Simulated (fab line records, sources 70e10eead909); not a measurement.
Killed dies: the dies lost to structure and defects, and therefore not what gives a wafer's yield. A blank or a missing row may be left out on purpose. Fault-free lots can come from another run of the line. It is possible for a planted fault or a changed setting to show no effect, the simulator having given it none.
Which of the tools did it?    flow nand_harc    24 lots, 72 wafers sampled, at 6 steps of a route of 1302

WHAT THE GAUGES SHOWED, per wafer
NHARC_P_M2_CD_MEAS_09 targets a cd of 170 nm. Usual: cd_nm reads 169.7 nm (standard deviation 0.71).
lot   measured      on         cd_nm (nm)         flag
L074  day 6 13:04   cd_sem-02  169.1 169.9 169.7  
L075  day 6 16:31   cd_sem-02  169.3 170.4 169.7  
L076  day 7 05:15   cd_sem-03  170.7 169.5 170.4  
L077  day 7 11:25   cd_sem-02  169.6 170.5 170.7  
L078  day 8 02:52   cd_sem-01  170.1 169.2 169.5  
L079  day 8 16:00   cd_sem-01  169.6 170.4 169.9  
L080  day 8 16:53   cd_sem-01  169.6 169.6 169.7  
L081  day 9 07:04   cd_sem-02  170.5 170.3 170.1  
L082  day 9 16:15   cd_sem-01  169.5 170.1 169.3  
L084  day 10 10:24  cd_sem-02  168.5 169.7 170.5  
L083  day 10 11:16  cd_sem-03  168.4 168.7 168.7  
L085  day 11 03:17  cd_sem-03  169.6 170.6 168.5  
L086  day 11 06:11  cd_sem-01  169.6 170.9 170.5  
L087  day 11 20:19  cd_sem-03  168.9 168.6 169.4  
L088  day 12 12:45  cd_sem-02  169.9 170.3 170.0  
L089  day 12 13:16  cd_sem-01  169.6 169.3 169.9  
L090  day 13 00:13  cd_sem-01  168.7 169.3 169.6  
L091  day 13 05:50  cd_sem-01  170.5 170.5 170.3  
L092  day 13 22:14  cd_sem-01  169.5 170.7 169.0  
L093  day 14 07:55  cd_sem-01  169.3 170.1 170.9  
L094  day 14 17:44  cd_sem-02  169.0 168.5 168.4  
L095  day 15 00:35  cd_sem-02  170.1 170.1 170.9  
L096  day 15 14:36  cd_sem-03  170.4 170.1 168.8  
L097  day 16 05:31  cd_sem-03  168.4 169.4 169.4  

NHARC_P_BONDPAD_THK_MEAS_20: measures by xrf. Usual: thk_nm reads 160.8 nm (standard deviation 1.8).
lot   measured      on             thk_nm (nm)        flag
L074  day 6 20:12   film_metro-01  161.1 159.9 161.0  
L075  day 6 23:57   film_metro-01  159.3 162.5 161.4  
L076  day 7 12:28   film_metro-01  162.6 162.6 162.7  
L077  day 7 18:38   film_metro-01  160.3 160.9 160.6  
L078  day 8 10:01   film_metro-01  160.8 163.8 160.0  
L079  day 8 23:08   film_metro-02  161.1 161.5 164.7  
L080  day 9 00:22   film_metro-01  156.1 161.0 160.8  
L081  day 9 15:01   film_metro-02  160.1 157.1 159.4  
L082  day 9 23:22   film_metro-01  157.8 159.4 159.8  
L084  day 10 18:20  film_metro-01  164.2 162.1 161.4  
L083  day 10 18:34  film_metro-01  163.0 159.1 160.5  
L085  day 11 11:05  film_metro-01  161.2 159.7 159.2  
L086  day 11 13:18  film_metro-02  162.2 159.2 160.3  
L087  day 12 03:38  film_metro-01  161.9 157.8 164.1  
L088  day 12 20:13  film_metro-02  163.6 161.5 164.0  
L089  day 12 20:32  film_metro-01  160.0 159.4 162.4  
L090  day 13 07:13  film_metro-01  162.3 156.8 159.8  
L091  day 13 13:02  film_metro-01  160.4 159.9 160.0  
L092  day 14 05:23  film_metro-01  160.2 160.6 160.4  
L093  day 14 15:17  film_metro-01  160.2 162.3 160.3  
L094  day 15 01:01  film_metro-02  161.9 162.0 160.4  
L095  day 15 07:56  film_metro-01  158.9 163.1 159.2  
L096  day 15 22:38  film_metro-02  162.2 161.9 160.2  
L097  day 16 14:20  film_metro-01  160.4 159.3 159.9  

WHICH TOOL RAN EACH LOT (tool, then ch and the chambers of the sampled wafers, then the start)
lot   NHARC_P_M1_DEGAS_29           NHARC_P_M2_PVD_20                        NHARC_P_BONDPAD_CMP_32         NHARC_P_BONDPAD_ETCH_12
L074  pvd_sputter-01, day 6 10:01   pvd_sputter-01, day 6 16:47 or earlier   cmp-04 ch 1,2, day 6 16:47     rie_diel-08 ch 0,1,3, day 6 20:12 or earlier
L075  pvd_sputter-02, day 6 13:35   pvd_sputter-02, day 6 20:15 or earlier   cmp-04 ch 0,1,2, day 6 20:15   rie_diel-12 ch 0,1, day 6 23:57 or earlier
L076  pvd_sputter-02, day 7 02:17   pvd_sputter-02, day 7 09:04 or earlier   cmp-04 ch 0,2,3, day 7 09:04   rie_diel-07 ch 1,2,3, day 7 12:28 or earlier
L077  pvd_sputter-02, day 7 08:23   pvd_sputter-03, day 7 15:13 or earlier   cmp-03 ch 1,2,3, day 7 15:13   rie_diel-12 ch 1,2, day 7 18:38 or earlier
L078  pvd_sputter-03, day 8 00:04   pvd_sputter-02, day 8 06:38 or earlier   cmp-02 ch 0,2,3, day 8 06:38   rie_diel-12 ch 0,1, day 8 10:01 or earlier
L079  pvd_sputter-01, day 8 13:07   pvd_sputter-03, day 8 19:46 or earlier   cmp-03 ch 1,2,3, day 8 19:46   rie_diel-12 ch 1,2, day 8 23:08 or earlier
L080  pvd_sputter-01, day 8 14:02   pvd_sputter-03, day 8 20:37 or earlier   cmp-04 ch 0,1,3, day 8 20:37   rie_diel-07 ch 0,1,3, day 9 00:22 or earlier
L081  pvd_sputter-01, day 9 04:15   pvd_sputter-02, day 9 10:49 or earlier   cmp-04 ch 1,2,3, day 9 10:49   rie_diel-12 ch 1,2,3, day 9 15:01 or earlier
L082  pvd_sputter-02, day 9 12:39   pvd_sputter-03, day 9 20:09 or earlier   cmp-03 ch 0,2,3, day 9 20:09   rie_diel-07 ch 0,1,3, day 9 23:22 or earlier
L084  pvd_sputter-02, day 10 07:27  pvd_sputter-02, day 10 14:56 or earlier  cmp-04 ch 1,2,3, day 10 14:56  rie_diel-08 ch 0,2,3, day 10 18:20 or earlier
L083  pvd_sputter-01, day 10 08:18  pvd_sputter-02, day 10 15:05 or earlier  cmp-02 ch 0,2,3, day 10 15:05  rie_diel-12 ch 1,3, day 10 18:34 or earlier
L085  pvd_sputter-02, day 11 00:19  pvd_sputter-02, day 11 07:10 or earlier  cmp-02 ch 0,1,3, day 11 07:10  rie_diel-07 ch 0,1,3, day 11 11:05 or earlier
L086  pvd_sputter-02, day 11 03:14  pvd_sputter-02, day 11 10:05 or earlier  cmp-04 ch 1,2,3, day 11 10:05  rie_diel-12 ch 0,1,3, day 11 13:18 or earlier
L087  pvd_sputter-01, day 11 17:23  pvd_sputter-02, day 12 00:13 or earlier  cmp-03 ch 2,3, day 12 00:13    rie_diel-08 ch 0,1,3, day 12 03:38 or earlier
L088  pvd_sputter-01, day 12 09:22  pvd_sputter-03, day 12 16:51 or earlier  cmp-03 ch 0,1,3, day 12 16:51  rie_diel-08 ch 0,1,2, day 12 20:13 or earlier
L089  pvd_sputter-03, day 12 10:19  pvd_sputter-01, day 12 17:05 or earlier  cmp-04 ch 2,3, day 12 17:05    rie_diel-12 ch 0,1, day 12 20:32 or earlier
L090  pvd_sputter-03, day 12 21:11  pvd_sputter-03, day 13 03:58 or earlier  cmp-02 ch 0,1,2, day 13 03:58  rie_diel-08 ch 2,3, day 13 07:13 or earlier
L091  pvd_sputter-03, day 13 02:44  pvd_sputter-01, day 13 09:40 or earlier  cmp-04 ch 0,1,2, day 13 09:40  rie_diel-08 ch 0,3, day 13 13:02 or earlier
L092  pvd_sputter-01, day 13 19:10  pvd_sputter-02, day 14 02:02 or earlier  cmp-04 ch 2,3, day 14 02:02    rie_diel-07 ch 0,2,3, day 14 05:23 or earlier
L093  pvd_sputter-03, day 14 04:50  pvd_sputter-01, day 14 11:54 or earlier  cmp-03 ch 0,3, day 14 11:54    rie_diel-08 ch 1,2,3, day 14 15:17 or earlier
L094  pvd_sputter-01, day 14 14:56  pvd_sputter-01, day 14 21:41 or earlier  cmp-04 ch 0,2,3, day 14 21:41  rie_diel-12 ch 0,2,3, day 15 01:01 or earlier
L095  pvd_sputter-03, day 14 21:29  pvd_sputter-02, day 15 04:22 or earlier  cmp-02 ch 1,2, day 15 04:22    rie_diel-07 ch 0,3, day 15 07:56 or earlier
L096  pvd_sputter-01, day 15 11:17  pvd_sputter-02, day 15 19:13 or earlier  cmp-02 ch 0,2,3, day 15 19:13  rie_diel-07 ch 0,3, day 15 22:38 or earlier
L097  pvd_sputter-01, day 16 02:44  pvd_sputter-02, day 16 10:31 or earlier  cmp-02 ch 0,2,3, day 16 10:31  rie_diel-12 ch 1,2, day 16 14:20 or earlier
- NHARC_P_M1_DEGAS_29: time 60 s.
- NHARC_P_M2_PVD_20: deposits TaN, target thk 5 nm, time 8.06 s.
- NHARC_P_BONDPAD_CMP_32: polishes SiCN, target thk 200 nm.
- NHARC_P_BONDPAD_ETCH_12: etches the open film in CHF3/O2, target depth 200 nm, time 100 s.

AS READ BY THE TOOLS THEMSELVES (means over the sampled wafers that have a number; for cases with no such wafer, the mark the record gives instead)
NHARC_P_M1_DEGAS_29. Usual: heater_power_w reads 330 W (standard deviation 39).
lot   tool            heater_power_w (W)  flag
L074  pvd_sputter-01  353                 
L075  pvd_sputter-02  342                 
L076  pvd_sputter-02  285                 
L077  pvd_sputter-02  312                 
L078  pvd_sputter-03  308                 
L079  pvd_sputter-01  378                 
L080  pvd_sputter-01  333                 
L081  pvd_sputter-01  374                 
L082  pvd_sputter-02  322                 
L084  pvd_sputter-02  314                 
L083  pvd_sputter-01  326                 
L085  pvd_sputter-02  373                 
L086  pvd_sputter-02  320                 
L087  pvd_sputter-01  318                 
L088  pvd_sputter-01  332                 
L089  pvd_sputter-03  297                 
L090  pvd_sputter-03  300                 
L091  pvd_sputter-03  300                 
L092  pvd_sputter-01  339                 
L093  pvd_sputter-03  300                 
L094  pvd_sputter-01  331                 
L095  pvd_sputter-03  307                 
L096  pvd_sputter-01  356                 
L097  pvd_sputter-01  354                 

NHARC_P_M2_PVD_20. Usual: cathode_dc_power_W 15000 W, standard deviation 2.5; throttle_valve_pct 29.5 %, standard deviation 0.86.
lot   tool            cathode_dc_power_W (W)  throttle_valve_pct (%)  flag
L074  pvd_sputter-01  15002                   28.2                    
L075  pvd_sputter-02  15000                   29.3                    
L076  pvd_sputter-02  14998                   29.6                    
L077  pvd_sputter-03  15001                   29.7                    
L078  pvd_sputter-02  15001                   29.5                    
L079  pvd_sputter-03  15002                   29.6                    
L080  pvd_sputter-03  15000                   29.7                    
L081  pvd_sputter-02  14999                   29.7                    
L082  pvd_sputter-03  14999                   29.7                    
L084  pvd_sputter-02  14999                   29.5                    
L083  pvd_sputter-02  15003                   29.9                    
L085  pvd_sputter-02  15000                   29.6                    
L086  pvd_sputter-02  14999                   29.7                    
L087  pvd_sputter-02  14999                   29.2                    
L088  pvd_sputter-03  15000                   29.8                    
L089  pvd_sputter-01  15001                   28.3                    
L090  pvd_sputter-03  14999                   29.7                    
L091  pvd_sputter-01  15000                   28.9                    
L092  pvd_sputter-02  15000                   29.7                    
L093  pvd_sputter-01  15002                   29.1                    
L094  pvd_sputter-01  14999                   29.9                    
L095  pvd_sputter-02  15003                   29.6                    
L096  pvd_sputter-02  14999                   29.8                    
L097  pvd_sputter-02  15002                   29.9                    

NHARC_P_BONDPAD_CMP_32. Usual: motor_current_A reads 11.6 A (standard deviation 1.3).
lot   tool    motor_current_A (A)  flag
L074  cmp-04  11.9                 
L075  cmp-04  11.3                 
L076  cmp-04  10.7                 
L077  cmp-03  11.9                 
L078  cmp-02  12.0                 
L079  cmp-03  11.5                 
L080  cmp-04  11.1                 
L081  cmp-04  11.2                 
L082  cmp-03  11.4                 
L084  cmp-04  11.1                 
L083  cmp-02  11.8                 
L085  cmp-02  12.5                 
L086  cmp-04  11.1                 
L087  cmp-03  12.4                 
L088  cmp-03  11.3                 
L089  cmp-04  11.1                 
L090  cmp-02  11.1                 
L091  cmp-04  11.9                 
L092  cmp-04  11.0                 
L093  cmp-03  12.0                 
L094  cmp-04  10.7                 
L095  cmp-02  12.0                 
L096  cmp-02  12.2                 
L097  cmp-02  12.1                 

NHARC_P_BONDPAD_ETCH_12. Usual: drypump_motor_current_A 6.0 A, standard deviation 0.41; oes_product_au 0.936 a.u., standard deviation 0.025; rf_fwd_power_W 496.8 W, standard deviation 1.4; rf_vpp_V 370.9 V, standard deviation 1.8; showerhead_plenum_p_Torr 2.42 Torr, standard deviation 0.078; throttle_valve_pct 20.573 %, standard deviation 0.0088.
lot   tool         drypump_motor_current_A (A)  oes_product_au (a.u.)  rf_fwd_power_W (W)  rf_vpp_V (V)  showerhead_plenum_p_Torr (Torr)  throttle_valve_pct (%)  flag
L074  rie_diel-08  6.1                          0.925                  496.8               370.0         2.35                             20.574                  
L075  rie_diel-12  6.1                          0.964                  496.4               371.7         2.45                             20.574                  
L076  rie_diel-07  5.6                          0.914                  496.4               371.2         2.40                             20.567                  
L077  rie_diel-12  6.0                          0.928                  497.2               371.1         2.39                             20.571                  
L078  rie_diel-12  6.1                          0.918                  496.3               371.8         2.45                             20.576                  
L079  rie_diel-12  6.2                          0.933                  496.1               370.3         2.39                             20.585                  
L080  rie_diel-07  5.5                          0.953                  498.1               372.7         2.50                             20.581                  
L081  rie_diel-12  6.2                          0.982                  496.5               370.5         2.40                             20.570                  
L082  rie_diel-07  5.5                          0.908                  496.2               372.9         2.50                             20.574                  
L084  rie_diel-08  6.3                          0.922                  497.0               369.7         2.35                             20.572                  
L083  rie_diel-12  6.4                          0.930                  497.7               371.6         2.42                             20.576                  
L085  rie_diel-07  5.5                          0.910                  496.7               372.2         2.50                             20.570                  
L086  rie_diel-12  6.3                          0.969                  497.4               371.0         2.43                             20.568                  
L087  rie_diel-08  6.1                          0.914                  497.5               369.7         2.35                             20.572                  
L088  rie_diel-08  6.0                          0.917                  496.7               371.1         2.42                             20.574                  
L089  rie_diel-12  6.3                          0.947                  497.2               371.6         2.42                             20.574                  
L090  rie_diel-08  6.5                          0.916                  496.0               370.1         2.38                             20.570                  
L091  rie_diel-08  6.0                          0.918                  495.6               369.3         2.32                             20.573                  
L092  rie_diel-07  5.9                          0.964                  496.6               371.4         2.42                             20.568                  
L093  rie_diel-08  6.4                          0.929                  497.7               370.6         2.38                             20.573                  
L094  rie_diel-12  6.1                          0.925                  495.8               370.3         2.43                             20.566                  
L095  rie_diel-07  5.7                          0.951                  496.5               372.2         2.48                             20.572                  
L096  rie_diel-07  5.7                          0.946                  498.5               372.5         2.48                             20.566                  
L097  rie_diel-12  6.2                          0.919                  497.8               369.9         2.39                             20.570                  

THE ANSWER, worked out from the rows above alone
Rule: a lot is off if the mean of its wafers that have a number lies more than 3 standard deviations from the usual mean. Also off: a lot with no number at a reading for which 4 or more lots have one. Any other lot the step has rows for is counted as sound. After the gauges, taken in route order, come the tools' own readings; for these a lot's mean is taken, as printed above. At the first step where some lot is off, the reading lying furthest off is the one used; lots without a number count as furthest.
Nothing can be told from this: no lot is off at any reading shown.

WHAT HAD BEEN PUT IN BY THE SIMULATOR
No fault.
